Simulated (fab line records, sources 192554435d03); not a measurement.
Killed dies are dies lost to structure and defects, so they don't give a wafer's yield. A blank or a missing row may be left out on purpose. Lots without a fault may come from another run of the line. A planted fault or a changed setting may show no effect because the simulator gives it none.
Split-lot experiment | flow n5_finfet | 7 lots, 21 wafers read, on a route of 1938 steps

THE SPLIT
At N5_BEOL_M3_TRENCH_ETCH_37 (etches SiOC in C4F6/O2, target depth 55.555 nm, time 29.2 s), the setting source_w was moved away from the recipe's 355 W on 6 of the 21 wafers read, by -15.9% to +16.8%. The other wafers ran this setting at the recipe's value.

The reading is taken at the split's own step.

THE READING
rf_vpp_V, in V, at N5_BEOL_M3_TRENCH_ETCH_37 (etches SiOC in C4F6/O2, target depth 55.555 nm, time 29.2 s). Fault-free wafers of this fab line usually give 672 V, standard deviation 7.8 V.

wafer  | tool, chamber at the split | source_w as run, W | against the recipe | rf_vpp_V, V | against lot-mates on the recipe
L076.3 | rie_diel-05, 1             | 355                | recipe             | 694         | -
L076.4 | rie_diel-05, 3             | 333.1              | -6.2%              | 695         | +2
L076.5 | rie_diel-05, 1             | 355                | recipe             | 693         | -
L079.1 | rie_diel-03, 1             | 355                | recipe             | 671         | -
L079.3 | rie_diel-03, 3             | 298.4              | -15.9%             | 747         | +70
L079.5 | rie_diel-03, 3             | 355                | recipe             | 683         | -
L084.1 | rie_diel-02, 1             | 355                | recipe             | 674         | -
L084.2 | rie_diel-02, 0             | 355                | recipe             | 673         | -
L084.4 | rie_diel-02, 3             | 355                | recipe             | 669         | -
L086.2 | rie_diel-03, 1             | 355                | recipe             | 669         | -
L086.3 | rie_diel-03, 0             | 355                | recipe             | 664         | -
L086.6 | rie_diel-03, 1             | 355                | recipe             | 669         | -
L085.2 | rie_diel-03, 1             | 393                | +10.7%             | 635         | -38
L085.3 | rie_diel-03, 0             | 355                | recipe             | 664         | -
L085.4 | rie_diel-03, 3             | 355                | recipe             | 682         | -
L089.1 | rie_diel-02, 1             | 355                | recipe             | 673         | -
L089.3 | rie_diel-02, 2             | 407.5              | +14.8%             | 622         | -52
L089.5 | rie_diel-02, 1             | 355                | recipe             | 674         | -
L092.1 | rie_diel-02, 2             | 414.7              | +16.8%             | 615         | -55
L092.3 | rie_diel-02, 3             | 355                | recipe             | 670         | -
L092.4 | rie_diel-02, 1             | 414.7              | +16.8%             | 624         | -46

THE FIT
A straight line over all 21 wafers: rf_vpp_V changes by -3.68 V for each +1% of source_w; r = -0.95; the points scatter about the line by 8.8 V.
The same after taking each lot's own level away (the mean of its wafers on the recipe; 21 wafers): -3.36 V for each +1%; r = -0.96; scatter 7.3 V.
On that fit, the largest move of source_w shifts the reading by 56 V.
The lots' own levels span 667.3 to 693.5 V, that is 3.4 times the standard deviation above.
So the lot-to-lot level changes the slope little: the two slopes agree.
Check: with one of the wafers moved furthest among these (+16.8%) left out of the fit, the line predicts -56.7 V for it against its lot-mates. It came out at -55 V against them.
Tool readings at the split's step, against how far the setting was moved: rf_vpp_V r = -0.95.

OTHER SPLITS ON THESE WAFERS
These wafers also went through other splits before the reading. Each is held against what the fit with the lots' levels taken away leaves over:
other split on the same wafers              | wafers away from the commonest value | r with rf_vpp_V (lot level and that fit taken away)
N5_BEOL_M0_SAQP_SPACER2_ALD_26 target_thk_a | 6                                    | +0.02
N5_BEOL_M0_SAQP_COAT_69 spin_rpm            | 7                                    | -0.35
N5_BEOL_M1_ETCH_64 source_w                 | 6                                    | -0.25

THE FILE'S OWN FIT
rf_vpp_V changes by -3.47 V for each +1% of source_w, r = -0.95.
